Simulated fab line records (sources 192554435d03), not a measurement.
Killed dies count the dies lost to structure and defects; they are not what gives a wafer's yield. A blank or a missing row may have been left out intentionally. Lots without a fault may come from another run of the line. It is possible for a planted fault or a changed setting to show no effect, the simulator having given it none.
Which tool did it? || flow n5-finfet || 72 wafers from 24 lots sampled at 4 of the route's 1938 steps

WHAT THE GAUGES READ, wafer by wafer
N5_BEOL_M1_CD_MEAS_11 targets a cd of 17.05 nm.
{"lot": "L074", "measured": "day 6 11:28", "on": "cd-sem-03", "cd-nm (nm)": "17.58 17.21 17.09"}
{"lot": "L075", "measured": "day 6 14:50", "on": "cd-sem-01", "cd-nm (nm)": "16.97 16.84 17.14"}
{"lot": "L077", "measured": "day 6 16:07", "on": "cd-sem-01", "cd-nm (nm)": "17.02 16.77 16.73"}
{"lot": "L078", "measured": "day 7 02:38", "on": "cd-sem-02", "cd-nm (nm)": "17.15 17.36 17.22"}
{"lot": "L079", "measured": "day 7 09:06", "on": "cd-sem-01", "cd-nm (nm)": "16.84 17.08 17.25"}
{"lot": "L080", "measured": "day 7 12:04", "on": "cd-sem-02", "cd-nm (nm)": "17.18 17.12 16.85"}
{"lot": "L081", "measured": "day 7 18:13", "on": "cd-sem-01", "cd-nm (nm)": "17.18 17.37 17.10"}
{"lot": "L082", "measured": "day 8 02:49", "on": "cd-sem-03", "cd-nm (nm)": "16.56 16.79 16.98"}
{"lot": "L083", "measured": "day 8 05:40", "on": "cd-sem-02", "cd-nm (nm)": "17.23 17.26 17.06"}
{"lot": "L084", "measured": "day 8 14:43", "on": "cd-sem-03", "cd-nm (nm)": "17.16 17.35 17.07"}
{"lot": "L085", "measured": "day 8 21:26", "on": "cd-sem-02", "cd-nm (nm)": "16.84 17.13 17.52"}
{"lot": "L086", "measured": "day 8 23:48", "on": "cd-sem-03", "cd-nm (nm)": "17.07 17.10 17.30"}
{"lot": "L087", "measured": "day 9 04:35", "on": "cd-sem-03", "cd-nm (nm)": "16.69 17.27 17.43"}
{"lot": "L088", "measured": "day 9 09:59", "on": "cd-sem-03", "cd-nm (nm)": "16.70 17.34 17.27"}
{"lot": "L089", "measured": "day 9 14:34", "on": "cd-sem-01", "cd-nm (nm)": "16.81 16.90 16.67"}
{"lot": "L090", "measured": "day 10 00:28", "on": "cd-sem-03", "cd-nm (nm)": "16.65 16.80 17.00"}
{"lot": "L091", "measured": "day 10 04:29", "on": "cd-sem-03", "cd-nm (nm)": "16.74 17.10 17.14"}
{"lot": "L092", "measured": "day 10 11:38", "on": "cd-sem-03", "cd-nm (nm)": "17.16 17.06 16.93"}
{"lot": "L093", "measured": "day 10 22:10", "on": "cd-sem-03", "cd-nm (nm)": "17.23 17.37 17.30"}
{"lot": "L076", "measured": "day 11 04:29", "on": "cd-sem-02", "cd-nm (nm)": "16.88 17.31 16.72"}
{"lot": "L094", "measured": "day 11 08:33", "on": "cd-sem-03", "cd-nm (nm)": "17.59 17.08 17.36"}
{"lot": "L095", "measured": "day 11 16:56", "on": "cd-sem-02", "cd-nm (nm)": "17.12 17.19 17.64"}
{"lot": "L097", "measured": "day 12 06:25", "on": "cd-sem-03", "cd-nm (nm)": "17.40 16.94 17.01"}
{"lot": "L096", "measured": "day 12 06:35", "on": "cd-sem-01", "cd-nm (nm)": "17.17 17.21 17.08"}

TOOL THAT RAN EACH LOT (tool first, then ch and the chambers of the sampled wafers, then the start)
{"lot": "L074", "N5_BEOL_M0_CUTY_ETCH_62": "rie-diel-03 ch 1,2,3, day 5 21:07", "N5_BEOL_M0_SPUTTER_134": "pvd-sputter-01, day 6 08:56", "N5_BEOL_M1_PECVD_72": "pecvd-01 ch 0,1, day 6 10:37"}
{"lot": "L075", "N5_BEOL_M0_CUTY_ETCH_62": "rie-diel-03 ch 1,2,3, day 6 00:38", "N5_BEOL_M0_SPUTTER_134": "pvd-sputter-03, day 6 10:26", "N5_BEOL_M1_PECVD_72": "pecvd-01 ch 0,2, day 6 11:53"}
{"lot": "L077", "N5_BEOL_M0_CUTY_ETCH_62": "rie-diel-03 ch 0,2,3, day 6 08:32", "N5_BEOL_M0_SPUTTER_134": "pvd-sputter-02, day 6 13:55", "N5_BEOL_M1_PECVD_72": "pecvd-02 ch 0,2, day 6 15:15"}
{"lot": "L078", "N5_BEOL_M0_CUTY_ETCH_62": "rie-diel-06 ch 0,1,3, day 6 21:30", "N5_BEOL_M0_SPUTTER_134": "pvd-sputter-02, day 7 00:13", "N5_BEOL_M1_PECVD_72": "pecvd-01 ch 0,1, day 7 01:34"}
{"lot": "L079", "N5_BEOL_M0_CUTY_ETCH_62": "rie-diel-06 ch 0,1,3, day 7 01:27", "N5_BEOL_M0_SPUTTER_134": "pvd-sputter-01, day 7 06:12", "N5_BEOL_M1_PECVD_72": "pecvd-02 ch 0,2, day 7 07:34"}
{"lot": "L080", "N5_BEOL_M0_CUTY_ETCH_62": "rie-diel-06 ch 1,3, day 7 05:25", "N5_BEOL_M0_SPUTTER_134": "pvd-sputter-02, day 7 08:56", "N5_BEOL_M1_PECVD_72": "pecvd-01 ch 0,1,2, day 7 10:17"}
{"lot": "L081", "N5_BEOL_M0_CUTY_ETCH_62": "rie-diel-01 ch 0,1,3, day 7 11:49", "N5_BEOL_M0_SPUTTER_134": "pvd-sputter-02, day 7 15:42", "N5_BEOL_M1_PECVD_72": "pecvd-02 ch 0,2, day 7 17:05"}
{"lot": "L082", "N5_BEOL_M0_CUTY_ETCH_62": "rie-diel-06 ch 0,2, day 7 18:59", "N5_BEOL_M0_SPUTTER_134": "pvd-sputter-03, day 8 00:20", "N5_BEOL_M1_PECVD_72": "pecvd-02 ch 0,1,2, day 8 01:40"}
{"lot": "L083", "N5_BEOL_M0_CUTY_ETCH_62": "rie-diel-06 ch 0,3, day 7 23:53", "N5_BEOL_M0_SPUTTER_134": "pvd-sputter-01, day 8 03:31", "N5_BEOL_M1_PECVD_72": "pecvd-01 ch 0,2, day 8 05:13"}
{"lot": "L084", "N5_BEOL_M0_CUTY_ETCH_62": "rie-diel-06 ch 0,2,3, day 8 07:53", "N5_BEOL_M0_SPUTTER_134": "pvd-sputter-02, day 8 12:36", "N5_BEOL_M1_PECVD_72": "pecvd-01 ch 0,1, day 8 13:56"}
{"lot": "L085", "N5_BEOL_M0_CUTY_ETCH_62": "rie-diel-03 ch 0,1, day 8 14:04", "N5_BEOL_M0_SPUTTER_134": "pvd-sputter-01, day 8 19:22", "N5_BEOL_M1_PECVD_72": "pecvd-02 ch 0,1, day 8 20:47"}
{"lot": "L086", "N5_BEOL_M0_CUTY_ETCH_62": "rie-diel-03 ch 0,2,3, day 8 16:54", "N5_BEOL_M0_SPUTTER_134": "pvd-sputter-03, day 8 21:56", "N5_BEOL_M1_PECVD_72": "pecvd-01 ch 0,1,2, day 8 23:20"}
{"lot": "L087", "N5_BEOL_M0_CUTY_ETCH_62": "rie-diel-01 ch 0,2,3, day 8 21:53", "N5_BEOL_M0_SPUTTER_134": "pvd-sputter-03, day 9 00:46", "N5_BEOL_M1_PECVD_72": "pecvd-02 ch 1,2, day 9 02:11"}
{"lot": "L088", "N5_BEOL_M0_CUTY_ETCH_62": "rie-diel-03 ch 1,3, day 9 02:27", "N5_BEOL_M0_SPUTTER_134": "pvd-sputter-01, day 9 06:12", "N5_BEOL_M1_PECVD_72": "pecvd-03 ch 0,1, day 9 07:43"}
{"lot": "L089", "N5_BEOL_M0_CUTY_ETCH_62": "rie-diel-03 ch 1,2, day 9 07:41", "N5_BEOL_M0_SPUTTER_134": "pvd-sputter-03, day 9 11:21", "N5_BEOL_M1_PECVD_72": "pecvd-03 ch 0,1, day 9 12:43"}
{"lot": "L090", "N5_BEOL_M0_CUTY_ETCH_62": "rie-diel-01 ch 0,3, day 9 17:45", "N5_BEOL_M0_SPUTTER_134": "pvd-sputter-01, day 9 21:58", "N5_BEOL_M1_PECVD_72": "pecvd-03 ch 0,1, day 9 23:17"}
{"lot": "L091", "N5_BEOL_M0_CUTY_ETCH_62": "rie-diel-06 ch 0,1,2, day 9 21:40", "N5_BEOL_M0_SPUTTER_134": "pvd-sputter-03, day 10 01:22", "N5_BEOL_M1_PECVD_72": "pecvd-01 ch 1,2, day 10 03:02"}
{"lot": "L092", "N5_BEOL_M0_CUTY_ETCH_62": "rie-diel-03 ch 0,3, day 10 05:05", "N5_BEOL_M0_SPUTTER_134": "pvd-sputter-01, day 10 08:33", "N5_BEOL_M1_PECVD_72": "pecvd-01 ch 1,2, day 10 10:05"}
{"lot": "L093", "N5_BEOL_M0_CUTY_ETCH_62": "rie-diel-01 ch 0,1,2, day 10 14:20", "N5_BEOL_M0_SPUTTER_134": "pvd-sputter-03, day 10 17:05", "N5_BEOL_M1_PECVD_72": "pecvd-02 ch 1,2, day 10 21:21"}
{"lot": "L076", "N5_BEOL_M0_CUTY_ETCH_62": "rie-diel-01 ch 1,3, day 10 17:38", "N5_BEOL_M0_SPUTTER_134": "pvd-sputter-02, day 11 01:01", "N5_BEOL_M1_PECVD_72": "pecvd-02 ch 1,2, day 11 02:31"}
{"lot": "L094", "N5_BEOL_M0_CUTY_ETCH_62": "rie-diel-03 ch 2,3, day 10 21:43", "N5_BEOL_M0_SPUTTER_134": "pvd-sputter-03, day 11 05:12", "N5_BEOL_M1_PECVD_72": "pecvd-01 ch 0,1,2, day 11 06:33"}
{"lot": "L095", "N5_BEOL_M0_CUTY_ETCH_62": "rie-diel-06 ch 0,1,3, day 11 07:10", "N5_BEOL_M0_SPUTTER_134": "pvd-sputter-02, day 11 11:28", "N5_BEOL_M1_PECVD_72": "pecvd-01 ch 0,1,2, day 11 12:49"}
{"lot": "L097", "N5_BEOL_M0_CUTY_ETCH_62": "rie-diel-06 ch 0,2,3, day 11 10:39", "N5_BEOL_M0_SPUTTER_134": "pvd-sputter-02, day 12 01:01", "N5_BEOL_M1_PECVD_72": "pecvd-01 ch 0,1,2, day 12 02:21"}
{"lot": "L096", "N5_BEOL_M0_CUTY_ETCH_62": "rie-diel-01 ch 0,1,3, day 11 15:10", "N5_BEOL_M0_SPUTTER_134": "pvd-sputter-01, day 12 01:05", "N5_BEOL_M1_PECVD_72": "pecvd-02 ch 1,2, day 12 02:26"}
- N5_BEOL_M0_CUTY_ETCH_62: etches SiARC in CF4, time 58.5 s.
- N5_BEOL_M0_SPUTTER_134: material Cu, target thk 4 nm, time 7.37 s.
- N5_BEOL_M1_PECVD_72: deposits SiO2 from TEOS/O2, target thk 16 nm, time 18 s.

AS READ BY THE TOOLS THEMSELVES (means over the sampled wafers that have a number; for cases with no such wafer, the mark the record gives instead)
N5_BEOL_M0_CUTY_ETCH_62.
{"lot": "L074", "tool": "rie-diel-03", "drypump-motor-current-A (A)": 5.7, "etch-rf-on-time-s (s)": 59.2, "oes-product-au (a.u.)": 0.65, "rf-vpp-V (V)": 183.4, "showerhead-plenum-p-Torr (Torr)": 2.15, "throttle-valve-pct (%)": 15.61}
{"lot": "L075", "tool": "rie-diel-03", "drypump-motor-current-A (A)": 5.7, "etch-rf-on-time-s (s)": 60.1, "oes-product-au (a.u.)": 0.64, "rf-vpp-V (V)": 184.3, "showerhead-plenum-p-Torr (Torr)": 2.15, "throttle-valve-pct (%)": 15.61}
{"lot": "L077", "tool": "rie-diel-03", "drypump-motor-current-A (A)": 5.6, "etch-rf-on-time-s (s)": 60.4, "oes-product-au (a.u.)": 0.61, "rf-vpp-V (V)": 184.2, "showerhead-plenum-p-Torr (Torr)": 2.16, "throttle-valve-pct (%)": 15.79}
{"lot": "L078", "tool": "rie-diel-06", "drypump-motor-current-A (A)": 5.6, "etch-rf-on-time-s (s)": 57.8, "oes-product-au (a.u.)": 0.66, "rf-vpp-V (V)": 184.8, "showerhead-plenum-p-Torr (Torr)": 2.17, "throttle-valve-pct (%)": 15.81}
{"lot": "L079", "tool": "rie-diel-06", "drypump-motor-current-A (A)": 5.5, "etch-rf-on-time-s (s)": 58.0, "oes-product-au (a.u.)": 0.65, "rf-vpp-V (V)": 185.1, "showerhead-plenum-p-Torr (Torr)": 2.17, "throttle-valve-pct (%)": 15.82}
{"lot": "L080", "tool": "rie-diel-06", "drypump-motor-current-A (A)": 5.3, "etch-rf-on-time-s (s)": 58.0, "oes-product-au (a.u.)": 0.62, "rf-vpp-V (V)": 184.2, "showerhead-plenum-p-Torr (Torr)": 2.22, "throttle-valve-pct (%)": 16.03}
{"lot": "L081", "tool": "rie-diel-01", "drypump-motor-current-A (A)": 5.6, "etch-rf-on-time-s (s)": 58.6, "oes-product-au (a.u.)": 0.72, "rf-vpp-V (V)": 185.1, "showerhead-plenum-p-Torr (Torr)": 2.19, "throttle-valve-pct (%)": 15.41}
{"lot": "L082", "tool": "rie-diel-06", "drypump-motor-current-A (A)": 5.8, "etch-rf-on-time-s (s)": 57.1, "oes-product-au (a.u.)": 0.72, "rf-vpp-V (V)": 183.9, "showerhead-plenum-p-Torr (Torr)": 2.11, "throttle-valve-pct (%)": 15.46}
{"lot": "L083", "tool": "rie-diel-06", "drypump-motor-current-A (A)": 5.7, "etch-rf-on-time-s (s)": 58.0, "oes-product-au (a.u.)": 0.68, "rf-vpp-V (V)": 183.4, "showerhead-plenum-p-Torr (Torr)": 2.13, "throttle-valve-pct (%)": 15.62}
{"lot": "L084", "tool": "rie-diel-06", "drypump-motor-current-A (A)": 5.5, "etch-rf-on-time-s (s)": 57.6, "oes-product-au (a.u.)": 0.68, "rf-vpp-V (V)": 184.4, "showerhead-plenum-p-Torr (Torr)": 2.16, "throttle-valve-pct (%)": 15.69}
{"lot": "L085", "tool": "rie-diel-03", "drypump-motor-current-A (A)": 5.5, "etch-rf-on-time-s (s)": 60.3, "oes-product-au (a.u.)": 0.60, "rf-vpp-V (V)": 184.4, "showerhead-plenum-p-Torr (Torr)": 2.18, "throttle-valve-pct (%)": 15.91}
{"lot": "L086", "tool": "rie-diel-03", "drypump-motor-current-A (A)": 5.6, "etch-rf-on-time-s (s)": 59.6, "oes-product-au (a.u.)": 0.60, "rf-vpp-V (V)": 184.7, "showerhead-plenum-p-Torr (Torr)": 2.15, "throttle-valve-pct (%)": 15.81}
{"lot": "L087", "tool": "rie-diel-01", "drypump-motor-current-A (A)": 5.6, "etch-rf-on-time-s (s)": 59.5, "oes-product-au (a.u.)": 0.68, "rf-vpp-V (V)": 184.8, "showerhead-plenum-p-Torr (Torr)": 2.18, "throttle-valve-pct (%)": 15.49}
{"lot": "L088", "tool": "rie-diel-03", "drypump-motor-current-A (A)": 5.6, "etch-rf-on-time-s (s)": 59.5, "oes-product-au (a.u.)": 0.64, "rf-vpp-V (V)": 184.1, "showerhead-plenum-p-Torr (Torr)": 2.15, "throttle-valve-pct (%)": 15.60}
{"lot": "L089", "tool": "rie-diel-03", "drypump-motor-current-A (A)": 5.9, "etch-rf-on-time-s (s)": 60.0, "oes-product-au (a.u.)": 0.63, "rf-vpp-V (V)": 184.1, "showerhead-plenum-p-Torr (Torr)": 2.14, "throttle-valve-pct (%)": 15.62}
{"lot": "L090", "tool": "rie-diel-01", "drypump-motor-current-A (A)": 5.6, "etch-rf-on-time-s (s)": 59.2, "oes-product-au (a.u.)": 0.72, "rf-vpp-V (V)": 184.1, "showerhead-plenum-p-Torr (Torr)": 2.15, "throttle-valve-pct (%)": 15.26}
{"lot": "L091", "tool": "rie-diel-06", "drypump-motor-current-A (A)": 5.7, "etch-rf-on-time-s (s)": 57.3, "oes-product-au (a.u.)": 0.67, "rf-vpp-V (V)": 185.2, "showerhead-plenum-p-Torr (Torr)": 2.14, "throttle-valve-pct (%)": 15.68}
{"lot": "L092", "tool": "rie-diel-03", "drypump-motor-current-A (A)": 5.2, "etch-rf-on-time-s (s)": 58.4, "oes-product-au (a.u.)": 0.68, "rf-vpp-V (V)": 184.3, "showerhead-plenum-p-Torr (Torr)": 2.16, "throttle-valve-pct (%)": 15.67}
{"lot": "L093", "tool": "rie-diel-01", "drypump-motor-current-A (A)": 5.6, "etch-rf-on-time-s (s)": 58.4, "oes-product-au (a.u.)": 0.65, "rf-vpp-V (V)": 184.7, "showerhead-plenum-p-Torr (Torr)": 2.22, "throttle-valve-pct (%)": 15.72}
{"lot": "L076", "tool": "rie-diel-01", "drypump-motor-current-A (A)": 5.5, "etch-rf-on-time-s (s)": 58.6, "oes-product-au (a.u.)": 0.66, "rf-vpp-V (V)": 184.4, "showerhead-plenum-p-Torr (Torr)": 2.18, "throttle-valve-pct (%)": 15.68}
{"lot": "L094", "tool": "rie-diel-03", "drypump-motor-current-A (A)": 5.9, "etch-rf-on-time-s (s)": 60.6, "oes-product-au (a.u.)": 0.59, "rf-vpp-V (V)": 183.6, "showerhead-plenum-p-Torr (Torr)": 2.12, "throttle-valve-pct (%)": 15.74}
{"lot": "L095", "tool": "rie-diel-06", "drypump-motor-current-A (A)": 5.5, "etch-rf-on-time-s (s)": 58.6, "oes-product-au (a.u.)": 0.63, "rf-vpp-V (V)": 184.4, "showerhead-plenum-p-Torr (Torr)": 2.16, "throttle-valve-pct (%)": 15.87}
{"lot": "L097", "tool": "rie-diel-06", "drypump-motor-current-A (A)": 5.5, "etch-rf-on-time-s (s)": 57.4, "oes-product-au (a.u.)": 0.67, "rf-vpp-V (V)": 184.5, "showerhead-plenum-p-Torr (Torr)": 2.15, "throttle-valve-pct (%)": 15.73}
{"lot": "L096", "tool": "rie-diel-01", "drypump-motor-current-A (A)": 5.6, "etch-rf-on-time-s (s)": 58.0, "oes-product-au (a.u.)": 0.68, "rf-vpp-V (V)": 184.6, "showerhead-plenum-p-Torr (Torr)": 2.18, "throttle-valve-pct (%)": 15.49}

N5_BEOL_M0_SPUTTER_134.
{"lot": "L074", "tool": "pvd-sputter-01", "throttle-valve-pct (%)": 29.9}
{"lot": "L075", "tool": "pvd-sputter-03", "throttle-valve-pct (%)": 29.0}
{"lot": "L077", "tool": "pvd-sputter-02", "throttle-valve-pct (%)": 30.2}
{"lot": "L078", "tool": "pvd-sputter-02", "throttle-valve-pct (%)": 30.3}
{"lot": "L079", "tool": "pvd-sputter-01", "throttle-valve-pct (%)": 30.1}
{"lot": "L080", "tool": "pvd-sputter-02", "throttle-valve-pct (%)": 30.1}
{"lot": "L081", "tool": "pvd-sputter-02", "throttle-valve-pct (%)": 29.7}
{"lot": "L082", "tool": "pvd-sputter-03", "throttle-valve-pct (%)": 28.1}
{"lot": "L083", "tool": "pvd-sputter-01", "throttle-valve-pct (%)": 29.8}
{"lot": "L084", "tool": "pvd-sputter-02", "throttle-valve-pct (%)": 30.9}
{"lot": "L085", "tool": "pvd-sputter-01", "throttle-valve-pct (%)": 29.7}
{"lot": "L086", "tool": "pvd-sputter-03", "throttle-valve-pct (%)": 28.2}
{"lot": "L087", "tool": "pvd-sputter-03", "throttle-valve-pct (%)": 29.7}
{"lot": "L088", "tool": "pvd-sputter-01", "throttle-valve-pct (%)": 30.2}
{"lot": "L089", "tool": "pvd-sputter-03", "throttle-valve-pct (%)": 28.4}
{"lot": "L090", "tool": "pvd-sputter-01", "throttle-valve-pct (%)": 30.0}
{"lot": "L091", "tool": "pvd-sputter-03", "throttle-valve-pct (%)": 29.1}
{"lot": "L092", "tool": "pvd-sputter-01", "throttle-valve-pct (%)": 28.7}
{"lot": "L093", "tool": "pvd-sputter-03", "throttle-valve-pct (%)": 29.1}
{"lot": "L076", "tool": "pvd-sputter-02", "throttle-valve-pct (%)": 30.4}
{"lot": "L094", "tool": "pvd-sputter-03", "throttle-valve-pct (%)": 28.7}
{"lot": "L095", "tool": "pvd-sputter-02", "throttle-valve-pct (%)": 30.5}
{"lot": "L097", "tool": "pvd-sputter-02", "throttle-valve-pct (%)": 30.9}
{"lot": "L096", "tool": "pvd-sputter-01", "throttle-valve-pct (%)": 28.9}

N5_BEOL_M1_PECVD_72.
{"lot": "L074", "tool": "pecvd-01", "heater-power-w (W)": 659, "showerhead-plenum-p-Torr (Torr)": 8.80, "throttle-valve-pct (%)": 22.7}
{"lot": "L075", "tool": "pecvd-01", "heater-power-w (W)": 685, "showerhead-plenum-p-Torr (Torr)": 8.82, "throttle-valve-pct (%)": 22.2}
{"lot": "L077", "tool": "pecvd-02", "heater-power-w (W)": 728, "showerhead-plenum-p-Torr (Torr)": 8.77, "throttle-valve-pct (%)": 21.6}
{"lot": "L078", "tool": "pecvd-01", "heater-power-w (W)": 635, "showerhead-plenum-p-Torr (Torr)": 8.85, "throttle-valve-pct (%)": 23.0}
{"lot": "L079", "tool": "pecvd-02", "heater-power-w (W)": 712, "showerhead-plenum-p-Torr (Torr)": 8.76, "throttle-valve-pct (%)": 21.0}
{"lot": "L080", "tool": "pecvd-01", "heater-power-w (W)": 639, "showerhead-plenum-p-Torr (Torr)": 8.80, "throttle-valve-pct (%)": 21.9}
{"lot": "L081", "tool": "pecvd-02", "heater-power-w (W)": 670, "showerhead-plenum-p-Torr (Torr)": 8.76, "throttle-valve-pct (%)": 21.0}
{"lot": "L082", "tool": "pecvd-02", "heater-power-w (W)": 714, "showerhead-plenum-p-Torr (Torr)": 8.77, "throttle-valve-pct (%)": 21.7}
{"lot": "L083", "tool": "pecvd-01", "heater-power-w (W)": 690, "showerhead-plenum-p-Torr (Torr)": 8.85, "throttle-valve-pct (%)": 22.1}
{"lot": "L084", "tool": "pecvd-01", "heater-power-w (W)": 651, "showerhead-plenum-p-Torr (Torr)": 8.87, "throttle-valve-pct (%)": 22.9}
{"lot": "L085", "tool": "pecvd-02", "heater-power-w (W)": 738, "showerhead-plenum-p-Torr (Torr)": 8.77, "throttle-valve-pct (%)": 22.2}
{"lot": "L086", "tool": "pecvd-01", "heater-power-w (W)": 649, "showerhead-plenum-p-Torr (Torr)": 8.79, "throttle-valve-pct (%)": 22.0}
{"lot": "L087", "tool": "pecvd-02", "heater-power-w (W)": 662, "showerhead-plenum-p-Torr (Torr)": 8.76, "throttle-valve-pct (%)": 21.3}
{"lot": "L088", "tool": "pecvd-03", "heater-power-w (W)": 633, "showerhead-plenum-p-Torr (Torr)": 8.76, "throttle-valve-pct (%)": 22.2}
{"lot": "L089", "tool": "pecvd-03", "heater-power-w (W)": 708, "showerhead-plenum-p-Torr (Torr)": 8.76, "throttle-valve-pct (%)": 22.2}
{"lot": "L090", "tool": "pecvd-03", "heater-power-w (W)": 690, "showerhead-plenum-p-Torr (Torr)": 8.76, "throttle-valve-pct (%)": 22.2}
{"lot": "L091", "tool": "pecvd-01", "heater-power-w (W)": 667, "showerhead-plenum-p-Torr (Torr)": 8.73, "throttle-valve-pct (%)": 20.9}
{"lot": "L092", "tool": "pecvd-01", "heater-power-w (W)": 660, "showerhead-plenum-p-Torr (Torr)": 8.74, "throttle-valve-pct (%)": 21.8}
{"lot": "L093", "tool": "pecvd-02", "heater-power-w (W)": 673, "showerhead-plenum-p-Torr (Torr)": 8.76, "throttle-valve-pct (%)": 21.2}
{"lot": "L076", "tool": "pecvd-02", "heater-power-w (W)": 671, "showerhead-plenum-p-Torr (Torr)": 8.75, "throttle-valve-pct (%)": 21.8}
{"lot": "L094", "tool": "pecvd-01", "heater-power-w (W)": 603, "showerhead-plenum-p-Torr (Torr)": 8.79, "throttle-valve-pct (%)": 21.9}
{"lot": "L095", "tool": "pecvd-01", "heater-power-w (W)": 669, "showerhead-plenum-p-Torr (Torr)": 8.80, "throttle-valve-pct (%)": 22.1}
{"lot": "L097", "tool": "pecvd-01", "heater-power-w (W)": 614, "showerhead-plenum-p-Torr (Torr)": 8.79, "throttle-valve-pct (%)": 22.1}
{"lot": "L096", "tool": "pecvd-02", "heater-power-w (W)": 679, "showerhead-plenum-p-Torr (Torr)": 8.78, "throttle-valve-pct (%)": 21.4}

THE ANSWER, worked out from the rows above alone
Rule: usual is defined by the lots themselves. Put in order of their means at a reading, lots are off if they are a third of the lots or fewer, leave a main group of 4 or more, and stand apart from it by a gap of 3 or more times the standard deviation of the main group's means; of several such gaps the widest counts. If all means in a main group match to the digits the tables above print for the reading, that group is not used. Also off: a lot with no number at a reading for which 4 or more lots have one. Where the step has rows for the other lots, those lots are counted as sound. First the gauges in route order, then the tools' own readings, where a lot's mean is used as printed above. The first step at which some lot is off is used, and at that step the reading that is off furthest; a lot without a number counts as furthest.
Across all readings shown, no lot is off: no conclusion can be drawn from this.

WHAT WAS PUT IN BY THE SIMULATOR
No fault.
